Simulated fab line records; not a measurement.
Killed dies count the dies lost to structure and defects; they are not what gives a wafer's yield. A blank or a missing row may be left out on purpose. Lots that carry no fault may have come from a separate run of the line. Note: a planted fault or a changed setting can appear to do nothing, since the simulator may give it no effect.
Chamber matching ; flow n5Finfet ; N5_FIN_SAQP_ETCH_64 on rieSi-03: 4 sister chambers
The step etches SiO2 in CF4, target depth 1.5 nm. 22 wafers are shown with their chamber, then 11 later ones without.

## EACH WAFER AND ITS CHAMBER
wafer;chamber;throttleValvePct (%);drypumpMotorCurrentA (A);oesProductAu (a.u.)
L075.2;2;22.00;6.10;1.043
L075.3;3;21.92;5.78;1.044
L075.5;1;21.71;5.60;0.981
L076.1;3;21.89;5.77;1.035
L076.2;2;21.99;6.14;1.027
L076.4;1;21.71;5.59;0.993
L077.3;2;22.01;6.11;1.032
L077.5;0;21.78;5.82;0.987
L077.6;3;21.91;5.79;1.041
L078.1;3;21.91;5.76;1.035
L078.5;3;21.90;5.77;1.042
L078.6;0;21.78;5.80;1.000
L080.1;2;22.00;6.15;1.026
L080.3;1;21.72;5.55;0.988
L080.6;3;21.89;5.75;1.034
L081.2;3;21.91;5.75;1.037
L081.4;1;21.72;5.62;0.978
L081.5;2;22.01;6.17;1.029
L083.1;3;21.92;5.74;1.036
L083.3;0;21.77;5.82;0.993
L083.5;3;21.92;5.75;1.033
L084.4;3;21.92;5.77;1.030

SIGNATURES (means of the wafers above)
reading;chamber 0;chamber 1;chamber 2;chamber 3;scatter within a chamber
throttleValvePct;21.7767;21.7150;22.0020;21.9090;0.00982
drypumpMotorCurrentA;5.8133;5.5900;6.1340;5.7630;0.0216
oesProductAu;0.99333;0.98500;1.03140;1.03670;0.0057
Rule: for a wafer and a chamber, the distance is found by dividing, reading by reading, the gap between the wafer's reading and the chamber's mean by the reading's scatter, squaring, summing and taking the root. The wafer belongs to the nearest chamber; if the next one is less than 2 further off, it can't be placed. The scatter is the square root of a quotient: the sum, over the shown wafers, of each reading's squared deviation from its chamber's mean, divided by wafers minus chambers.

## WAFERS WHOSE CHAMBER IS MISSING
wafer;throttleValvePct (%);drypumpMotorCurrentA (A);oesProductAu (a.u.)
L084.5;21.91;5.77;1.049
L084.6;22.03;6.12;1.023
L086.2;21.79;5.82;0.998
L086.5;22.00;6.14;1.031
L086.6;21.78;5.82;1.004
L088.1;22.00;6.16;1.033
L088.2;21.71;5.60;0.986
L088.4;21.92;5.74;1.015
L093.2;21.92;5.74;1.021
L093.3;22.00;6.16;1.026
L093.4;21.78;5.79;1.003

## EACH ONE'S CHAMBER
wafer;from the rows above;in truth
L084.5;3;3
L084.6;2;2
L086.2;0;0
L086.5;2;2
L086.6;0;0
L088.1;2;2
L088.2;1;1
L088.4;3;3
L093.2;3;3
L093.3;2;2
L093.4;0;0
Placed correctly: 11 of 11. Can't be placed from these rows: 0. Number placed wrongly: 0.
